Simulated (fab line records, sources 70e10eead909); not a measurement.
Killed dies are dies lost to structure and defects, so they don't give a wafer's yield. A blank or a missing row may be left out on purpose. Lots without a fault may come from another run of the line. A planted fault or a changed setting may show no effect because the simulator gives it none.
A struck lot beside a sound one | flow nand_harc | 15 steps out of a route of 1302
Sound: wafers L962.2, L962.3, L962.4. Struck: wafers L973.2, L973.5. The cause comes at the end.
At each step with rows: each side's tool, then ch and its chambers, then its first start. Under that, the readings that differ: sound wafers | struck wafers | difference of the means | sigmas: that difference in standard deviations of wafers without a fault.
alike: readings whose means differ by less than 2 such deviations, and words and numbers that are the same on both sides. not compared: withheld readings, readings that some wafer has no value for, bounds like >300 that may hide the same value, and numbers for which the record gives no deviation and whose values overlap.
The two part at a step that has a row with sigmas, a row that says differs or no value, or rows on one side only. Numbers that don't overlap but have no deviation are shown without sigmas and don't part them. A reading that every wafer of one side lacks parts them only if that side has two wafers or more.

first, 4 steps without rows for these wafers: NHARC_A_M1_EBR_05; NHARC_A_M1_EXPOSE_06 (exposes mask A M1, target cd 120 nm); NHARC_A_M1_PEB_07 (peb time 65 s); NHARC_A_M1_DEVELOP_08 (develop time 35 s).
NHARC_A_M1_CD_MEAS_09: target cd 120 nm.
  sound on cd_sem-03 ch 0, day 25 20:30; struck on cd_sem-01 ch 0, day 29 02:07
  alike: cd_nm
NHARC_A_M1_OVL_MEAS_10: pitch 240 nm.
  sound on overlay-02, day 25 20:35; struck on overlay-01, day 29 02:11
  reading           | sound       | struck    | difference | sigmas
  overlay_y_nm (nm) | 0.3 0.5 0.4 | -2.3 -1.9 | -2.5       | -3
  alike: overlay_x_nm
NHARC_A_M1_INSPECT_11:
  sound on defect_inspect-02, day 25 20:37; struck on defect_inspect-02, day 29 02:14
  reading          | sound       | struck | difference | sigmas
  raw_defect_count | 172 160 145 | 73 88  | -78        | -2
NHARC_A_M1_DESCUM_14: chemistry O2, time 3 s.
  sound on rie_diel-04 ch 0,1,2, day 25 20:41; struck on rie_diel-05 ch 0,2, day 29 02:19
  alike: drypump_motor_current_A, oes_product_au, rf_vpp_V, showerhead_plenum_p_Torr, throttle_valve_pct
  not compared: rf_hours_counter_h
NHARC_A_M1_ETCH_35: etches the open film in N2/H2, target depth 40 nm, overetch 12 nm, time 43.94 s.
  sound on rie_diel-04 ch 0,1,2, day 25 20:46; struck on rie_diel-05 ch 0,1, day 29 02:23
  alike: drypump_motor_current_A, oes_product_au, rf_vpp_V, run_length_s, showerhead_plenum_p_Torr, throttle_valve_pct
  not compared: rf_hours_counter_h
NHARC_A_M1_ETCH_15: etches the open film in C4F8/Ar, target depth 182.5 nm, time 91.2 s.
  sound on rie_diel-04 ch 1,2,3; struck on rie_diel-05 ch 2,3
  alike: oes_product_au, rf_vpp_V, run_length_s
  not compared: rf_hours_counter_h
NHARC_A_M1_CD_MEAS_16:
  sound on cd_sem-03, day 25 20:59; struck on cd_sem-02, day 29 02:36
  alike: cd_nm
NHARC_A_M1_STRIP_18: strips in N2/H2.
  sound on rie_diel-06 ch 0,1,3, day 25 21:04; struck on rie_diel-06 ch 0,3, day 29 02:45
  reading                | sound                | struck        | difference | sigmas
  throttle_valve_pct (%) | 14.153 14.149 14.171 | 14.177 14.184 | +0.023     | +3
  alike: drypump_motor_current_A, oes_product_au, rf_vpp_V, showerhead_plenum_p_Torr
  not compared: rf_hours_counter_h
NHARC_A_M1_ETCH_28: etches the open film in CF4/N2, target depth 30 nm, time 72.99 s.
  sound on rie_diel-06 ch 0,1,3, day 25 21:21; struck on rie_diel-06 ch 0,2, day 29 02:56
  reading          | sound          | struck    | difference | sigmas
  run_length_s (s) | 93.4 94.4 94.3 | 76.8 76.0 | -17.6      | -40
  alike: drypump_motor_current_A, oes_product_au, rf_vpp_V, showerhead_plenum_p_Torr, throttle_valve_pct
  not compared: rf_hours_counter_h
then, 1 step without rows for these wafers: NHARC_A_M1_STRIP_19 (strips in post etch residue remover, time 600 s).
NHARC_END_SORT_01:
  the record has rows for the sound wafers here (prober-02 ch 0, day 27 07:51) and none for the struck ones

WHERE THEY PART
First at NHARC_A_M1_OVL_MEAS_10; last, within this record, at NHARC_END_SORT_01.

WHY: what the simulator had put in
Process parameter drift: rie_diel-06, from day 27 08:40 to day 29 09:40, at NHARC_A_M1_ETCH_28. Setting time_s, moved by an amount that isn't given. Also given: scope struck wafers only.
